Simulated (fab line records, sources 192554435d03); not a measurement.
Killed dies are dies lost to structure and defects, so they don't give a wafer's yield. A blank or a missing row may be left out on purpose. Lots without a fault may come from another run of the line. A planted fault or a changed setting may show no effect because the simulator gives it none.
Which tool did it? | flow n5_finfet | 11 lots, 31 wafers sampled, at 2 steps of a route of 1938

WHAT THE GAUGES READ, wafer by wafer
N5_BEOL_M11_CD_MEAS_18: pitch 140 nm, target cd 70 nm.
lot  | measured     | on        | cd_nm (nm)
L672 | day 10 10:41 | cd_sem-02 | 70.1 70.3
L673 | day 10 13:20 | cd_sem-02 | 70.2 70.1 70.7
L674 | day 10 20:01 | cd_sem-02 | 69.5 69.4 69.6
L677 | day 11 07:38 | cd_sem-03 | 69.7 70.4 69.7
L679 | day 11 20:31 | cd_sem-01 | 70.3 70.3 70.8
L685 | day 13 19:59 | cd_sem-01 | 69.2 69.8 69.3
L686 | day 14 07:42 | cd_sem-03 | 70.2 69.6 69.8
L689 | day 14 12:56 | cd_sem-03 | 70.0 70.5
L691 | day 16 13:22 | cd_sem-03 | 69.2 69.6 69.5
L695 | day 17 22:47 | cd_sem-01 | 70.3 70.6 70.9
L693 | day 18 11:33 | cd_sem-01 | 69.9 69.8 71.6

WHICH TOOL RAN EACH LOT (tool, then ch and the chambers of the sampled wafers, then the start)
lot  | N5_BEOL_M11_STRIP_19
L672 | rie_diel-04 ch 1,3, day 10 10:37
L673 | rie_diel-02 ch 0,1,3, day 10 13:16
L674 | rie_diel-04 ch 0,2,3, day 10 19:57
L677 | rie_diel-06 ch 2,3, day 11 07:34
L679 | rie_diel-04 ch 0,1,3, day 11 20:27
L685 | rie_diel-06 ch 0,2,3, day 13 19:56
L686 | rie_diel-06 ch 1,2,3, day 14 07:38
L689 | rie_diel-02 ch 1,3, day 14 12:52
L691 | rie_diel-04 ch 2,3, day 16 13:17
L695 | rie_diel-02 ch 0,1,2, day 17 22:43
L693 | rie_diel-02 ch 1,2,3, day 18 11:29
- N5_BEOL_M11_STRIP_19: strips in O2.

THE ANSWER, worked out from the rows above alone
Rule: what is usual is taken from the lots themselves. Put in order of their means at a reading, lots are off if they are a third of the lots or fewer, leave a main group of 4 or more, and stand apart from it by a gap of 3 or more times the standard deviation of the main group's means; of several such gaps the widest counts. A main group whose means are all the same, to the digits that the tables above print for the reading, isn't used. A lot without any number at a reading at which 4 lots or more have one is off too. The other lots that the step has rows for count as sound.
No lot is off at any reading shown: from this, nothing can be told.

WHAT THE SIMULATOR HAD PUT IN
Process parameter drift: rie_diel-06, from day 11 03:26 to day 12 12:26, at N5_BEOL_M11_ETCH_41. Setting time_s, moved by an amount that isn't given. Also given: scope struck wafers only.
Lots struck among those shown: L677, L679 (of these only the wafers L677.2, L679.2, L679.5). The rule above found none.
